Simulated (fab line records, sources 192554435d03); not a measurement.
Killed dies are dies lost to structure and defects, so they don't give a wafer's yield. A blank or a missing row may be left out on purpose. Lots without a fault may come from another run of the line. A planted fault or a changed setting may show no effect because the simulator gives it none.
Split-lot experiment | flow n5_finfet | 7 lots, 21 wafers read, on a route of 1938 steps

THE SPLIT
At N5_BEOL_M11_PECVD_70 (deposits SiO2 from TEOS/O2, target thk 20 nm, time 22.7 s), the setting temp_c was moved away from the recipe's 400 C on 9 of the 21 wafers read, by -4.4% to +4.4%. The other wafers ran this setting at the recipe's value.

FROM THE SPLIT TO THE READING: what the file shows between them, 11 steps
- N5_BEOL_M11_COAT_59: time 60 s, resist thk 100 nm (also split here: spin_rpm)
- N5_BEOL_M11_COAT_60: time 60 s, resist thk 30 nm
- N5_BEOL_M11_COAT_05: resist thk 90 nm
- N5_BEOL_M11_DESCUM_16: chemistry O2, time 7.9 s
- N5_BEOL_M11_ETCH_61: etches SiARC in CF4, target depth 39 nm, time 65 s
- N5_BEOL_M11_ETCH_62: etches SOC in N2/H2, target depth 110 nm, overetch 22 nm, time 165 s
- N5_BEOL_M11_STRIP_68: strips in N2/H2
- N5_BEOL_M11_STRIP_67: strips in CF4
- N5_BEOL_M11_HM_OPEN_17: chemistry Cl2/BCl3, target TiN, target depth 20 nm, overetch 6 nm
- N5_BEOL_M11_STRIP_19: strips in O2
- N5_BEOL_M11_STRIP_77: strips in N2/H2, time 10 s

THE READING
SiO2_of_BEOL_M11_PECVD_70.thk_nm (the simulator's own value, which no gauge read), in nm, at N5_BEOL_M11_HM_STRIP_39 (strips TiN in peroxide tin strip, target depth 25 nm, time 158 s). The file gives no usual value for it. The 12 wafers here that ran the recipe average 19.8 nm, standard deviation 0.36 nm.

wafer  | tool, chamber at the split | temp_c as run, C | against the recipe | SiO2_of_BEOL_M11_PECVD_70.thk_nm, nm | against lot-mates on the recipe
L078.1 | pecvd-01, 1                | 387              | -3.2%              | 21                                   | +1.5
L078.4 | pecvd-01, 1                | 400              | recipe             | 19.4                                 | -
L078.5 | pecvd-01, 2                | 400              | recipe             | 19.6                                 | -
L079.1 | pecvd-04, 2                | 409.2            | +2.3%              | 18.8                                 | -1.0
L079.4 | pecvd-04, 2                | 409.2            | +2.3%              | 19.2                                 | -0.6
L079.6 | pecvd-04, 1                | 400              | recipe             | 19.8                                 | -
L082.2 | pecvd-04, 2                | 417.8            | +4.4%              | 17.4                                 | -2.4
L082.5 | pecvd-04, 1                | 400              | recipe             | 19.8                                 | -
L082.6 | pecvd-04, 2                | 417.8            | +4.4%              | 17.6                                 | -2.2
L084.3 | pecvd-01, 0                | 400              | recipe             | 20.2                                 | -
L084.4 | pecvd-01, 1                | 405.8            | +1.4%              | 19.2                                 | -1.0
L084.5 | pecvd-01, 0                | 405.8            | +1.4%              | 19.4                                 | -0.8
L088.3 | pecvd-02, 1                | 400              | recipe             | 20.4                                 | -
L088.5 | pecvd-02, 1                | 400              | recipe             | 20.6                                 | -
L088.6 | pecvd-02, 2                | 391.4            | -2.2%              | 21.4                                 | +0.9
L089.2 | pecvd-04, 0                | 400              | recipe             | 19.8                                 | -
L089.5 | pecvd-04, 1                | 400              | recipe             | 19.4                                 | -
L089.6 | pecvd-04, 2                | 400              | recipe             | 19.6                                 | -
L090.1 | pecvd-04, 0                | 400              | recipe             | 19.8                                 | -
L090.3 | pecvd-04, 0                | 400              | recipe             | 19.8                                 | -
L090.4 | pecvd-04, 2                | 382.4            | -4.4%              | 22.2                                 | +2.4

THE FIT
A straight line over all 21 wafers: SiO2_of_BEOL_M11_PECVD_70.thk_nm changes by -0.496 nm for each +1% of temp_c; r = -0.95; the points scatter about the line by 0.35 nm.
The same after taking each lot's own level away (the mean of its wafers on the recipe; 21 wafers): -0.496 nm for each +1%; r = -0.99; scatter 0.18 nm.
On that fit, the largest move of temp_c shifts the reading by 2.2 nm.
The lots' own levels span 19.50 to 20.50 nm, that is 2.8 times the standard deviation above.
So the lot-to-lot level changes the slope little: the two slopes agree.
Check: with one of the wafers moved furthest among these (+4.4%) left out of the fit, the line predicts -2.14 nm for it against its lot-mates. It came out at -2.4 nm against them.

OTHER SPLITS ON THESE WAFERS
These wafers also went through other splits before the reading. Each is held against what the fit with the lots' levels taken away leaves over:
other split on the same wafers | wafers away from the commonest value | r with SiO2_of_BEOL_M11_PECVD_70.thk_nm (lot level and that fit taken away)
N5_BEOL_M6_ETCH_66 bias_w      | 8                                    | +0.19
N5_BEOL_M7_VIA_ETCH_34 bias_w  | 9                                    | -0.09
N5_BEOL_M7_ETCH_41 source_w    | 8                                    | +0.03
N5_BEOL_M8_ETCH_65 source_w    | 7                                    | +0.04
N5_BEOL_M11_COAT_59 spin_rpm   | 7                                    | +0.18

THE WHOLE CHAIN: every reading that the file lists as answering this split, in the file's order
step                    | what it does                                                     | reading                                                                           | change (the file's fit)               | r (the file's)
N5_BEOL_M11_PECVD_70    | deposits SiO2 from TEOS/O2, target thk 20 nm, time 22.7 s        | SiO2_of_BEOL_M11_PECVD_70.thk_nm (the simulator's own value, which no gauge read) | -0.494 nm for each +1% of the setting | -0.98
N5_BEOL_M11_HM_STRIP_39 | strips TiN in peroxide tin strip, target depth 25 nm, time 158 s | SiO2_of_BEOL_M11_PECVD_70.thk_nm (the simulator's own value, which no gauge read) | -0.498 nm for each +1% of the setting | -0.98

THE FILE'S OWN FIT
SiO2_of_BEOL_M11_PECVD_70.thk_nm changes by -0.498 nm for each +1% of temp_c, r = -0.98.
